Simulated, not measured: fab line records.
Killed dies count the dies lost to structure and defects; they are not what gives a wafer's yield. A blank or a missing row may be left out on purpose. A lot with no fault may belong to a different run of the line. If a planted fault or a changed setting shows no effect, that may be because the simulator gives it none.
Chamber matching + flow n5-finfet + ald-sin-02 running N5_MOL_CONTACT_COAG_ALD_27: 4 sister chambers
The step deposits SiOC, target thk 17 nm, pulse time 1.5 s, time 2720 s. 24 wafers are shown with their chamber, then 12 later ones without.

== EACH WAFER AND ITS CHAMBER ==
| wafer  | chamber | heater-power-outer-w (W) | heater-power-w (W) | chamber-pressure-Torr (Torr) |
|--------|---------|--------------------------|--------------------|------------------------------|
| L074.1 | 0       | 518                      | 769                | 2.006                        |
| L074.2 | 3       | 448                      | 756                | 2.004                        |
| L074.3 | 2       | 545                      | 919                | 1.995                        |
| L076.3 | 1       | 534                      | 792                | 2.004                        |
| L076.4 | 3       | 453                      | 755                | 2.007                        |
| L076.5 | 2       | 552                      | 926                | 1.994                        |
| L077.4 | 2       | 557                      | 928                | 2.002                        |
| L077.5 | 1       | 535                      | 772                | 2.004                        |
| L077.6 | 2       | 556                      | 889                | 2.005                        |
| L081.2 | 3       | 451                      | 752                | 2.004                        |
| L081.3 | 2       | 569                      | 912                | 1.995                        |
| L081.5 | 3       | 452                      | 756                | 1.997                        |
| L082.1 | 2       | 562                      | 895                | 2.001                        |
| L082.4 | 3       | 443                      | 739                | 2.002                        |
| L082.6 | 0       | 505                      | 806                | 2.009                        |
| L086.3 | 0       | 510                      | 794                | 1.993                        |
| L086.4 | 3       | 443                      | 745                | 2.000                        |
| L086.6 | 3       | 444                      | 759                | 1.999                        |
| L087.2 | 0       | 503                      | 811                | 2.002                        |
| L087.3 | 2       | 560                      | 935                | 2.003                        |
| L087.4 | 3       | 445                      | 739                | 1.997                        |
| L088.3 | 2       | 549                      | 914                | 1.994                        |
| L088.4 | 1       | 534                      | 778                | 1.996                        |
| L088.5 | 2       | 557                      | 931                | 1.997                        |

SIGNATURES (means of the wafers above)
| reading               | chamber 0 | chamber 1 | chamber 2 | chamber 3 | scatter within a chamber |
|-----------------------|-----------|-----------|-----------|-----------|--------------------------|
| heater-power-outer-w  | 509.00    | 534.33    | 556.33    | 447.38    | 5.76                     |
| heater-power-w        | 795.00    | 780.67    | 916.56    | 750.12    | 13.7                     |
| chamber-pressure-Torr | 2.00250   | 2.00133   | 1.99844   | 2.00125   | 0.00462                  |
Rule: for each reading, subtract the chamber's mean from the wafer's reading, divide by that reading's scatter and square the result; add these up over the readings and take the root, which gives the wafer's distance from the chamber. The wafer belongs to the nearest chamber; if the next one is less than 2 further off, it can't be placed. The scatter: take each reading less its chamber's mean, square it, sum over the shown wafers, divide by the number of wafers less the number of chambers, and take the root.

== WAFERS WHOSE CHAMBER IS MISSING ==
| wafer  | heater-power-outer-w (W) | heater-power-w (W) | chamber-pressure-Torr (Torr) |
|--------|--------------------------|--------------------|------------------------------|
| L090.1 | 550                      | 925                | 2.001                        |
| L090.2 | 456                      | 763                | 1.997                        |
| L090.3 | 527                      | 775                | 2.002                        |
| L092.1 | 521                      | 767                | 2.003                        |
| L092.3 | 460                      | 756                | 1.997                        |
| L092.4 | 574                      | 964                | 1.997                        |
| L093.2 | 462                      | 760                | 2.010                        |
| L093.4 | 505                      | 793                | 1.998                        |
| L093.6 | 520                      | 800                | 1.997                        |
| L096.1 | 445                      | 736                | 2.008                        |
| L096.4 | 446                      | 748                | 1.993                        |
| L096.6 | 498                      | 801                | 1.997                        |

== EACH ONE'S CHAMBER ==
| wafer  | from the rows above     | in truth |
|--------|-------------------------|----------|
| L090.1 | 2                       | 2        |
| L090.2 | 3                       | 3        |
| L090.3 | 1                       | 1        |
| L092.1 | can't be placed: 1 or 0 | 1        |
| L092.3 | 3                       | 3        |
| L092.4 | 2                       | 2        |
| L093.2 | 3                       | 3        |
| L093.4 | 0                       | 0        |
| L093.6 | can't be placed: 0 or 1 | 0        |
| L096.1 | 3                       | 3        |
| L096.4 | 3                       | 3        |
| L096.6 | 0                       | 0        |
Correctly placed: 10 of 12. Not placeable from these rows: 2 (in 2, the candidates include the true chamber). Placed wrongly: 0.
